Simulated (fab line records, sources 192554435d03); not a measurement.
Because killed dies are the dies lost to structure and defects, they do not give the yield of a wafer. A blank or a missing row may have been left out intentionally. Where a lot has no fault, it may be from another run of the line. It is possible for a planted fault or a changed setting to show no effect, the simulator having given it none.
Struck lot and sound lot, side by side | flow n5Finfet | 39 out of 1938 route steps
Sound: wafers L493.2, L493.3, L493.4. Struck: wafer L495.3 (left out: L495.1, L495.5 of the same lot, which were not struck); the cause appears at the end.
For every step that has rows: the tool of each side, followed by ch and its chambers, followed by its first start. Under that, the readings that differ: sound wafers | struck wafers | difference of the means | sigmas: that difference in standard deviations of wafers without a fault.
alike: readings with means less than 2 such deviations apart, plus words and numbers identical on both sides. not compared: withheld readings, readings lacking a value on some wafer, bounds such as >300 that could conceal the same value, and numbers that have no deviation in the record and whose values overlap.
A row with sigmas, a row that says differs or no value, or rows on one side alone: a step with any of these is where the two part. Non-overlapping numbers with no deviation appear without sigmas and do not part them. A reading missing from all wafers of one side parts the sides only when that side holds two or more wafers.

first, 10 steps without rows for these wafers: N5_DUMMY_GATE_ETCH_23 (etches poly-Si in HBr/Cl2/O2, target depth 41 nm, time 22.3 s); N5_DUMMY_GATE_ETCH_44 (etches poly-Si in HBr/O2, stops on SiO2, target depth 127.5 nm); N5_DUMMY_GATE_ETCH_42 (etches SiO2 in CHF3/O2, target depth 3.5 nm, time 31 s); N5_DUMMY_GATE_STRIP_48 (strips in N2/H2, time 20 s); N5_DUMMY_GATE_PRECLEAN_33 (cleans in dHF, time 10 s); N5_DUMMY_GATE_PRECLEAN_25 (cleans in O3/DIW, time 45 s); N5_DUMMY_GATE_PRECLEAN_51 (cleans in SC2, time 45 s); N5_DUMMY_GATE_SRD_26 (time 30 s); N5_DUMMY_GATE_UV_OZONE_45 (time 120 s); N5_SPACER0_ALD_07 (deposits SiNx, target thk 2 nm).
N5_SPACER0_ALD_00: deposits SiOCN, target thk 3.5 nm, pulse time 3 s, purge time 2 s.
  sound on aldSin-01 ch 0,1,3, day 6 00:20; struck on aldSin-01 ch 1, day 6 12:17
reading                                  | sound       | struck | difference | sigmas
aldCycles                                | 58 58 58    | 70     | +12        | 
model.SiOCN_of_SPACER0_ALD_00.thkNm (nm) | 3.4 3.4 3.4 | 4.2    | +0.8       | 
  alike: heaterPowerOuterW, heaterPowerW, precursorPulseHeightRel
then, 25 steps without rows for these wafers: N5_SPACER0_ALD_08 (deposits SiNx, target thk 2 nm); N5_SD_EPI_N_COAT_32 (time 60 s, resist thk 350 nm); N5_SD_EPI_N_COAT_33 (time 60 s, resist thk 35 nm); N5_SD_EPI_N_COAT_03 (resist thk 150 nm); N5_SD_EPI_N_EBR_05; N5_SD_EPI_N_SOFTBAKE_04 (time 60 s); N5_SD_EPI_N_EXPOSE_06 (exposes mask SD N BLK, target cd 120 nm); N5_SD_EPI_N_PEB_07 (peb time 60 s); N5_SD_EPI_N_DEVELOP_08 (develop time 30 s); N5_SD_EPI_N_DESCUM_14 (chemistry O2, time 7.9 s); N5_SD_EPI_N_ETCH_34 (etches SiARC in CF4, target depth 45.5 nm, time 75.8 s); N5_SD_EPI_N_ETCH_35 (etches SOC in N2/H2, overetch 108 nm, time 486 s); N5_SD_EPI_N_STRIP_36 (strips in N2/H2); N5_SD_EPI_N_ETCHBACK_44 (etches SiNx in CH3F/O2, stops on SiO2, target depth 14.5 nm); N5_SD_EPI_N_ETCH_45 (etches SiOCN in CH3F/O2, target depth 6 nm); N5_SD_EPI_N_ETCH_16 (etches SiO2 in CHF3/O2, target depth 5 nm); N5_SD_EPI_N_STRIP_47 (strips in CHF3/O2); N5_SD_EPI_N_SD_RECESS_17 (chemistry HBr/Cl2/O2, target depth 41 nm, time 23.7 s, bt time 3 s); N5_SD_EPI_N_STRIP_38 (strips in N2/H2); N5_SD_EPI_N_WET_ETCH_43 (etches SiO2 in dHF, time 14 s, target depth 1.5 nm); N5_SD_EPI_N_STRIP_18 (strips in SPM, time 750 s); N5_SD_EPI_N_SRD_20 (time 30 s); N5_SD_EPI_N_PRECLEAN_48 (cleans in NF3:NH3, afs cycles 2, time 20 s, sublimation time 60 s); N5_SD_EPI_N_VAPOR_ETCH_50 (etches Si in HCl, time 54 s); N5_SD_EPI_N_EPI_21 (deposits Si:P, time 690 s).
N5_SD_EPI_P_PRECLEAN_32: cleans in dHF, time 10 s.
  sound on wetBench-05 ch 4,5,6, day 6 09:59; struck on wetBench-01 ch 2, day 6 21:22
reading                                  | sound       | struck | difference | sigmas
model.SiOCN_of_SPACER0_ALD_00.thkNm (nm) | 3.4 3.4 3.4 | 4.2    | +0.8       | 
-- a jump in the record: the struck wafers' starts before and after are 4 days apart (it breaks off in module SD_EPI_P and resumes in module BEOL_M4, where the first step shown is number 1111 of the route) --
N5_BEOL_M4_RC_MEAS_101:
  sound on prober-01 ch 0, day 11 07:26; struck on prober-02 ch 0, day 11 07:19
reading         | sound          | struck | difference | sigmas
REXT_N (ohm.um) | 73.7 73.6 72.6 | 84.9   | +11.6      | +6
REXT_P (ohm.um) | 99.0 97.2 97.7 | 112.7  | +14.7      | +8
  alike: DIBL_N, DIBL_P, IOFF_N, IOFF_P, ION_N, ION_P, SS_N, SS_P, VT_N, VT_P
-- here the record skips 5 days between the struck wafers' starts before and after, leaving off in module BEOL_M4 and picking up in module PASSIVATION (first step shown: number 1936 of the route) --
N5_PASSIVATION_PROBE_49:
  rows exist in the record for the struck wafers here (prober-02, day 15 23:41), but not for the sound ones

== WHERE THEY PART ==
First at N5_BEOL_M4_RC_MEAS_101; last, within this record, at N5_PASSIVATION_PROBE_49.

WHY: whatever the simulator had introduced
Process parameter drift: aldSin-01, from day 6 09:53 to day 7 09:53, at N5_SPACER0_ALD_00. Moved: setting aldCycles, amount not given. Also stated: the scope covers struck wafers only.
